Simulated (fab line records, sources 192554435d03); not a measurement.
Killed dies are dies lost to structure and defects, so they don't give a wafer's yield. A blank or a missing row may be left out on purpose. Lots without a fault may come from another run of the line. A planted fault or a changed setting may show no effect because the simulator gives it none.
fab line records | flow n5_finfet
record lots=6 wafers=18 last_day=16
route steps=1938 shown BEOL_M2@861 BEOL_M4@1111
lots that met no fault: from a run of the same line without faults
start_h: hours from the record's first day to the start of the lot's first wafer shown | wait_h: hours since the lot's step before | " the same as in the row above | L1.1+2: a row that stands for several wafers | - no value, or no start given | * or withheld: withheld | < > ~ a bound
route shown NAME@n: a module of which the file shows steps, and the number in the route of the first | usual: mean/standard deviation of fault-free wafers | same: alike in all rows | chamber/n: place in a boat | sites: the reading at each site | _std_site: their standard deviation | _edge_site: outer sites' mean less inner sites' | radius_mm: how far each site lies from the wafer's centre | mask NAME#n: copy n | behind: the tool/chamber that last shaped the wafer | hold: why the lot was held/for how many hours/how that ended | device: the transistor (n, p or np) that didn't switch | end of line: the same wafers' tests at the end of the route | a step without rows: its recipe alone | killed: dies lost to structure and defects at the first sort, not the wafer's yield | map: a wafer's dies, x killed, . not, _ none there
set.NAME: the setting as run; set.NAME@STEP: as run at that earlier step | model.NAME: the simulator's own value behind a step, which no gauge read
lots at some steps of the route; a table a step, a row a wafer
services: from which hour (start_h, from the record's first day; less than 0 if before it) a tool's chamber was out of use, for how many hours, and why
## steps
# step N5_BEOL_M2_STRIP_65
# recipe chemistry=N2/H2 temp_c=40 n2_flow_sccm=200 h2_flow_sccm=200 rf_frequency_hz=6e+07
# step N5_BEOL_M2_STRIP_75
# recipe chemistry=N2/H2 temp_c=40 n2_flow_sccm=200 h2_flow_sccm=200 rf_frequency_hz=6e+07
# step N5_BEOL_M2_STRIP_66
# recipe chemistry=CF4 resist=SiARC power_w=300 bias_power_w=75 pressure_mtorr=50 cf4_flow_sccm=150 rf_frequency_hz=6e+07
# usual drypump_motor_current_A=5.9/0.45 oes_product_au=0.77/0.073 rf_vpp_V=271.4/1.4 showerhead_plenum_p_Torr=1.81/0.05 throttle_valve_pct=13.57/0.22
# columns lot.wafer tool chamber start_h wait_h drypump_motor_current_A oes_product_au rf_hours_counter_h rf_vpp_V showerhead_plenum_p_Torr throttle_valve_pct
L691.1 rie_diel-04 1 148.43 0.0 5.7 0.78 119 270.8 1.80 13.78
L691.4 " 2 " " 5.8 0.68 239 272.3 1.85 13.56
L691.6 " 3 " " 5.7 0.73 - 271.5 1.85 13.39
L696.3 rie_diel-05 3 176.47 0.0 5.5 0.78 126 272.6 1.87 13.66
L696.4 " 0 " " 5.6 0.82 - 269.2 1.75 13.45
L696.6 " 2 " " 6.6 0.77 - 269.2 1.79 13.60
L703.1 rie_diel-05 1 212.27 0.0 6.3 0.93 10 272.7 1.84 13.23
L703.2 " 2 " " 6.6 0.75 164 270.3 1.79 13.64
L703.5 " 3 " " 5.6 0.76 - 272.5 1.87 13.72
L708.1 rie_diel-05 1 246.07 0.0 6.2 0.90 23 272.4 1.83 13.24
L708.2 " 2 " " 6.6 0.75 177 271.4 1.78 13.69
L708.4 " 3 " " 5.6 0.74 155 272.4 1.86 13.74
L709.1 rie_diel-04 3 249.40 0.0 5.7 0.70 223 272.7 1.83 13.49
L709.3 " 1 " " 5.7 0.74 160 269.9 1.79 13.87
L709.5 " 1 " " 5.7 0.74 - 270.3 1.79 13.89
L711.1 rie_diel-04 1 254.87 0.0 5.7 0.74 164 271.7 1.79 13.89
L711.3 " 3 " " 5.6 0.69 - 271.0 1.83 13.49
L711.5 " 1 " " 5.7 0.74 - 273.1 1.79 13.89
# step N5_BEOL_M2_HM_OPEN_17
# recipe chemistry=Cl2/BCl3 target_depth_a=200 overetch_a=60 target=TiN mask_material=SOC ion_energy_ev=150 pressure_mtorr=10 icp_w=1000 bias_w=126 Cl2_flow_sccm=53.25 bcl3_flow_sccm=21.75 Ar_flow_sccm=25
# usual bias_w=126.0/0.41 drypump_motor_current_A=5.4/0.34 he_backside_leak_sccm=3.48/0.23 mfc_ar_sccm=25.01/0.076 oes_product_au=0.66/0.076 throttle_valve_pct=22.3/0.37
# columns lot.wafer tool chamber start_h wait_h bias_w drypump_motor_current_A he_backside_leak_sccm mfc_ar_sccm oes_product_au rf_hours_counter_h throttle_valve_pct
L691.1 rie_metal-03 1 148.47 0.0 125.0 5.6 3.49 24.96 0.78 9 22.3
L691.4 " 0 " " 125.5 4.9 3.27 25.02 0.57 - 22.7
L691.6 " 0 " " 125.7 4.9 3.18 25.05 0.57 - 22.8
L696.3 rie_metal-03 1 176.54 0.1 126.5 5.6 3.68 25.02 0.76 - 22.3
L696.4 " 0 " " 126.3 5.0 3.35 25.00 0.57 - 22.7
L696.6 " 1 " " 126.7 5.6 3.66 25.02 0.76 - 22.4
L703.1 rie_metal-03 0 212.35 0.1 126.1 4.9 3.66 25.01 0.57 95 22.7
L703.2 " 1 " " 125.4 5.6 3.53 24.99 0.75 15 22.4
L703.5 " 0 " " 126.4 4.9 3.75 25.03 0.57 - 22.8
L708.1 rie_metal-01 1 246.12 0.0 125.7 6.1 3.33 25.06 0.67 34 22.6
L708.2 " 0 " " 125.7 5.2 3.69 24.97 0.61 69 22.0
L708.4 " 0 " " 126.1 5.3 3.79 24.98 0.61 - 22.0
L709.1 rie_metal-03 0 249.44 0.0 126.4 4.9 3.51 25.11 0.56 97 22.8
L709.3 " 0 " " 125.9 4.9 3.32 24.98 0.56 - 22.8
L709.5 " 0 " " 126.0 4.9 3.52 25.07 0.56 - 22.8
L711.1 rie_metal-02 1 254.93 0.0 126.0 5.2 3.34 25.08 0.69 28 22.1
L711.3 " 1 " " 125.9 5.3 3.21 25.02 0.70 - 22.0
L711.5 " 1 " " 125.8 5.3 3.34 25.15 0.70 - 22.1
# step N5_BEOL_M2_STRIP_19
# recipe chemistry=O2 power_w=400 temp_c=40 pressure_mtorr=30 rf_frequency_hz=6e+07 bias_power_w=0 overash_fraction=0.2 o2_flow_sccm=225
# usual drypump_motor_current_A=5.9/0.48 oes_product_au=0.77/0.075 rf_vpp_V=3.7/0.48 showerhead_plenum_p_Torr=2.10/0.068 throttle_valve_pct=16.65/0.22
# columns lot.wafer tool chamber start_h wait_h drypump_motor_current_A oes_product_au rf_hours_counter_h rf_vpp_V showerhead_plenum_p_Torr throttle_valve_pct
L691.1 rie_diel-05 0 148.58 0.1 5.6 0.84 75 2.9 2.03 16.47
L691.4 " 1 " " 6.3 0.69 242 4.3 2.16 16.80
L691.6 " 0 " " 5.6 0.84 - 3.4 2.03 16.46
L696.3 rie_diel-05 3 176.63 0.1 5.5 0.77 126 3.5 2.20 16.81
L696.4 " 0 " " 5.6 0.82 - 4.3 2.03 16.46
L696.6 " 2 " " 6.6 0.77 - 4.1 2.10 16.68
L703.1 rie_diel-01 0 212.54 0.2 5.5 0.87 61 3.5 2.12 16.89
L703.2 " 3 " " 5.1 0.72 228 4.5 1.99 16.79
L703.5 " 2 " " 6.6 0.70 - 4.4 2.09 16.74
L708.1 rie_diel-05 1 246.32 0.2 6.2 0.92 23 2.7 2.15 16.39
L708.2 " 3 " " 5.6 0.75 156 3.9 2.19 16.86
L708.4 " 2 " " 6.6 0.75 177 4.7 2.09 16.75
L709.1 rie_diel-05 2 249.56 0.1 6.6 0.74 179 4.2 2.09 16.75
L709.3 " 1 " " 6.3 0.92 24 3.1 2.15 16.38
L709.5 " 0 " " 5.6 0.80 - 3.6 2.02 16.55
L711.1 rie_diel-04 1 255.18 0.2 5.7 0.74 164 3.1 2.08 16.95
L711.3 " 1 " " 5.7 0.74 - 3.7 2.08 16.95
L711.5 " 3 " " 5.6 0.69 - 3.5 2.16 16.53
# step N5_BEOL_M2_CD_MEAS_18
# recipe pitch_nm=36 target_cd_nm=18
# usual cd_nm=18.10/0.27
# columns lot.wafer tool chamber start_h wait_h cd_nm
L691.1 cd_sem-01 - 148.65 0.0 18.48
L691.4 " - " " 17.97
L691.6 " - " " 18.14
L696.3 cd_sem-02 - 176.70 0.1 18.13
L696.4 " - " " 18.39
L696.6 " - " " 18.23
L703.1 cd_sem-02 - 212.61 0.0 17.90
L703.2 " - " " 18.22
L703.5 " - " " 18.38
L708.1 cd_sem-03 - 246.39 0.0 18.18
L708.2 " - " " 18.33
L708.4 " - " " 18.25
L709.1 cd_sem-02 - 249.63 0.0 18.16
L709.3 " - " " 18.22
L709.5 " - " " 17.76
L711.1 cd_sem-02 - 255.27 0.1 18.08
L711.3 " - " " 18.15
L711.5 " - " " 18.01
# step N5_BEOL_M2_COAT_67
# recipe resist=SOC temp_c=250 time_s=60 spin_rpm=1500 resist_thk_nm=60
# step N5_BEOL_M2_COAT_68
# recipe resist=SiARC temp_c=220 time_s=60 spin_rpm=1500 resist_thk_nm=12
# step N5_BEOL_M2_COAT_76
# recipe resist=underlayer temp_c=205 time_s=60 spin_rpm=1500 resist_thk_nm=5
# step N5_BEOL_M2_COAT_22
# recipe resist=CAR-EUV spin_rpm=1500 resist_thk_nm=30
# step N5_BEOL_M2_EBR_24
# recipe solvent=PGMEA ebr_width_mm=1.5
# step N5_BEOL_M2_SOFTBAKE_23
# recipe temp_c=110 time_s=60 resist=CAR-EUV
# step N5_BEOL_M2_EXPOSE_25
# recipe mask_id=V1 na=0.33 source_shape=quasar sigma_inner=0.2 sigma_outer=0.8 polarization=unpolarized defocus_nm=5 dose_mj=63
# columns lot.wafer tool chamber start_h wait_h mask model.BEOL_M2.overlay_x_nm
L691.1+4+6 euv_scanner-02 0 148.95 - V1#0 -1
L696.3+4+6 euv_scanner-02 0 176.89 - V1#0 0.2
L703.1+2+5 euv_scanner-02 0 212.78 - V1#0 6
L708.1+2+4 euv_scanner-02 0 246.69 - V1#0 4.6
L709.1+3+5 euv_scanner-01 0 249.80 - V1#0 0.2
L711.1+3+5 euv_scanner-01 0 255.45 - V1#0 0
# step N5_BEOL_M2_PEB_26
# recipe peb_temp_c=100 peb_time_s=60 resist=CAR-EUV
# step N5_BEOL_M2_DEVELOP_27
# recipe develop_time_s=30 developer=TMAH resist=CAR-EUV rinse_liquid=surfactant_rinse dry=air_spin dev_temp_c=23
# step N5_BEOL_M2_CD_MEAS_28
# recipe target_cd_nm=26.2 landing_energy_ev=500 detector=se_inlens target_cd_y_nm=24.1 polarity=opening
# usual cd_nm=26.30/0.24
# columns lot.wafer tool chamber start_h wait_h cd_nm
L691.1 cd_sem-01 0 149.09 - 26.28
L691.4 " 0 " " 26.13
L691.6 " 0 " " 25.93
L696.3 cd_sem-01 0 177.02 - 26.12
L696.4 " 0 " " 26.07
L696.6 " 0 " " 25.49
L703.1 cd_sem-01 0 212.93 - 26.22
L703.2 " 0 " " 25.95
L703.5 " 0 " " 26.44
L708.1 cd_sem-02 0 246.84 - 26.07
L708.2 " 0 " " 26.50
L708.4 " 0 " " 26.10
L709.1 cd_sem-03 0 249.95 - 26.46
L709.3 " 0 " " 26.28
L709.5 " 0 " " 26.24
L711.1 cd_sem-03 0 255.59 - 26.10
L711.3 " 0 " " 26.11
L711.5 " 0 " " 26.58
# step N5_BEOL_M2_OVL_MEAS_29
# recipe points_per_wafer=522
# usual V1_OVL=0.1/0.66
# columns lot.wafer tool chamber start_h wait_h V1_OVL[nm]
L691.1 overlay-02 0 149.12 0.0 -1.2
L691.4 " 0 " " -0.7
L691.6 " 0 " " 0.6
L696.3 overlay-01 0 177.06 0.0 0.1
L696.4 " 0 " " -0.8
L696.6 " 0 " " -0.1
L703.1 overlay-02 0 212.96 0.0 6.1
L703.2 " 0 " " 6.3
L703.5 " 0 " " 6.3
L708.1 overlay-02 0 246.87 0.0 5.3
L708.2 " 0 " " 4.9
L708.4 " 0 " " 5.7
L709.1 overlay-01 0 249.98 0.0 0.0
L709.3 " 0 " " -0.6
L709.5 " 0 " " -0.2
L711.1 overlay-02 0 255.62 0.0 1.7
L711.3 " 0 " " 0.9
L711.5 " 0 " " 0.9
# step N5_BEOL_M2_INSPECT_30
# recipe mode=adi inspect_instrument=brightfield
# usual raw_defect_count=392/82
# columns lot.wafer tool chamber start_h wait_h raw_defect_count
L691.1 defect_inspect-02 - 149.18 0.1 296
L691.4 " - " " 373
L691.6 " - " " 276
L696.3 defect_inspect-02 - 177.12 0.1 394
L696.4 " - " " 443
L696.6 " - " " 484
L703.1 defect_inspect-02 - 213.02 0.1 468
L703.2 " - " " 452
L703.5 " - " " 339
L708.1 defect_inspect-02 - 246.92 0.1 557
L708.2 " - " " 428
L708.4 " - " " 402
L709.1 defect_inspect-01 - 250.03 0.1 302
L709.3 " - " " 263
L709.5 " - " " 321
L711.1 defect_inspect-01 - 255.68 0.1 411
L711.3 " - " " 348
L711.5 " - " " 432
# step N5_BEOL_M4_RC_MEAS_101
# usual DIBL_N=36.3/1.2 DIBL_P=36.1/1.6 IOFF_N=0.161/0.023 IOFF_P=0.209/0.027 ION_N=676/8.9 ION_P=462/5.3 SS_N=71.5/0.51 SS_P=73.2/0.5 VT_N=249.1/2.5 VT_P=-249.9/2.8
# columns lot.wafer tool chamber start_h wait_h DIBL_N[mV/V] DIBL_P[mV/V] IOFF_N[nA/um] IOFF_P[nA/um] ION_N[uA/um] ION_P[uA/um] SS_N[mV/dec] SS_P[mV/dec] VT_N[mV] VT_P[mV]
L691.1 prober-01 0 176.14 0.0 36.3 36.0 0.161 0.207 675 462 70.5 73.5 248.5 -251.2
L691.4 " 0 " " 37.6 38.1 0.182 0.240 684 469 71.1 73.9 246.4 -248.3
L691.6 " 0 " " 38.5 38.9 0.208 0.257 691 472 72.2 73.5 244.1 -243.6
L696.3 prober-02 0 204.96 0.3 36.2 36.6 0.165 0.220 679 465 71.8 72.8 248.8 -249.8
L696.4 " 0 " " 34.9 35.5 0.151 0.207 682 464 71.8 73.6 249.9 -249.1
L696.6 " 0 " " 36.3 36.9 0.170 0.227 682 470 71.9 72.8 249.5 -247.8
L703.1 prober-02 0 241.40 0.0 36.4 35.1 0.152 0.194 655 455 72.1 72.9 251.2 -248.7
L703.2 " 0 " " 35.6 34.5 0.137 0.185 660 454 71.6 72.6 250.5 -252.4
L703.5 " 0 " " 37.2 36.1 0.157 0.204 668 459 72.2 73.9 253.0 -250.1
L708.1 prober-02 0 274.69 0.0 36.8 35.9 0.171 0.228 679 469 71.4 74.8 248.3 -247.6
L708.2 " 0 " " 37.9 36.5 0.191 0.233 693 464 72.0 73.5 246.8 -248.7
L708.4 " 0 " " 38.8 37.4 0.210 0.256 691 472 72.1 74.3 245.5 -249.8
L709.1 prober-01 0 278.61 0.0 34.8 33.6 0.139 0.183 663 463 70.6 72.9 249.4 -254.0
L709.3 " 0 " " 36.9 35.7 0.164 0.216 673 461 71.5 72.9 248.3 -248.8
L709.5 " 0 " " 37.2 35.9 0.181 0.222 678 464 72.0 73.6 248.5 -248.1
L711.1 prober-02 0 284.60 0.0 36.9 38.7 0.155 0.237 667 460 71.6 73.7 252.0 -247.5
L711.3 " 0 " " 37.1 38.2 0.152 0.223 669 455 71.5 73.6 252.4 -247.7
L711.5 " 0 " " 38.2 40.2 0.180 0.271 676 465 71.6 74.1 248.3 -245.8
## services
# columns tool chamber start_h hours kind
euv_scanner-02 - 125.92 12.0 pm
rie_metal-01 0 134.08 6.0 repair
euv_scanner-02 - 137.92 1.0 pm
euv_scanner-01 - 138.93 1.0 pm
euv_scanner-02 - 145.96 0.5 repair
rie_diel-04 1 160.26 9.4 repair
rie_metal-03 - 166.18 2.2 repair
rie_diel-05 1 168.24 - clean
rie_diel-05 1 168.24 - consumable_replace:esc
rie_diel-05 1 168.24 - consumable_replace:focus_ring
rie_diel-01 - 182.64 29.3 repair
euv_scanner-02 - 186.28 1.0 pm
euv_scanner-01 - 189.81 1.0 pm
euv_scanner-02 - 206.29 1.0 repair
rie_diel-04 2 210.03 5.3 repair
rie_diel-04 1 217.31 5.0 repair
rie_diel-01 3 221.31 4.5 repair
euv_scanner-01 - 240.13 4.6 pm
rie_diel-01 2 240.16 6.1 repair
euv_scanner-02 - 244.73 1.0 pm
euv_scanner-01 - 245.96 1.0 pm
euv_scanner-02 - 246.97 4.6 pm
rie_metal-02 0 253.58 26.6 repair
rie_metal-03 - 253.80 1.7 repair
## key
first_sign step=N5_BEOL_M2_OVL_MEAS_29 reading=V1_OVL direction=up sigmas=8.7 usual=0.1 struck=5.8
effect none on later readings
model_effect step=N5_BEOL_M2_EXPOSE_25 value=BEOL_M2.overlay_x_nm without=-0.3 struck=5.3
met_at N5_BEOL_M2_EXPOSE_25
struck_wafers L703.1,L703.2,L703.5,L708.1,L708.2,L708.4
onset_between 176.89 212.78
also_fits N5_BEOL_M2_STRIP_66:rie_diel-05
fault kind=scanner_matching_overlay tool=euv_scanner-02 chamber=- onset_h=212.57 steps=N5_BEOL_M2_EXPOSE_25 offset=5.63
